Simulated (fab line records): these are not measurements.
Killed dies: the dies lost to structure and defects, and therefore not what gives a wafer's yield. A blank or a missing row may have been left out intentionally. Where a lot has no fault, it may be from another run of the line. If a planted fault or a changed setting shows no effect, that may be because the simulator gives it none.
Matching of chambers	flow n5 finfet	3 sister chambers for N5_BEOL_M11_ILD_DEP_00 on pecvd-02
The step deposits SiCOH lowk from DEMS/porogen, target thk 308.51 nm, time 58 s. 3 wafers are shown with their chamber, then 12 later ones without.

== WAFERS WITH THEIR CHAMBER ==
wafer	chamber	throttle valve pct (%)
L084.4	0	13.8
L090.4	2	13.0
L090.5	1	14.0

== WAFERS WITH NO CHAMBER GIVEN ==
wafer	throttle valve pct (%)
L091.2	12.6
L091.4	13.9
L091.6	12.8
L096.3	14.0
L096.4	13.1
L096.5	14.1
L095.2	12.9
L095.3	13.8
L095.4	13.6
L097.2	13.9
L097.3	13.8
L097.4	14.0

== WHICH CHAMBER EACH WENT THROUGH ==
wafer	from the rows above	in truth
L091.2	2	2
L091.4	can't be placed: 0 or 1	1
L091.6	2	2
L096.3	can't be placed: 1 or 0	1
L096.4	2	2
L096.5	can't be placed: 1 or 0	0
L095.2	2	2
L095.3	can't be placed: 0 or 1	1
L095.4	can't be placed: 0 or 1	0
L097.2	can't be placed: 0 or 1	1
L097.3	can't be placed: 0 or 1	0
L097.4	can't be placed: 1 or 0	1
4 of 12 placed correctly. These rows do not allow placing 8 (true chamber among the candidates in 8). 0 placed wrongly.
How it was worked out, from the rows above alone: a wafer's distance from a chamber is the root of the sum, over the readings, of the square of ((its reading less the chamber's mean) divided by the reading's scatter). The wafer belongs to the nearest chamber; if the next one is less than 2 further off, it can't be placed. Each chamber's mean is taken over the wafers shown for it. The scatter: root of mean squared gap, hidden wafer to nearest shown wafer, with one shown wafer a chamber.
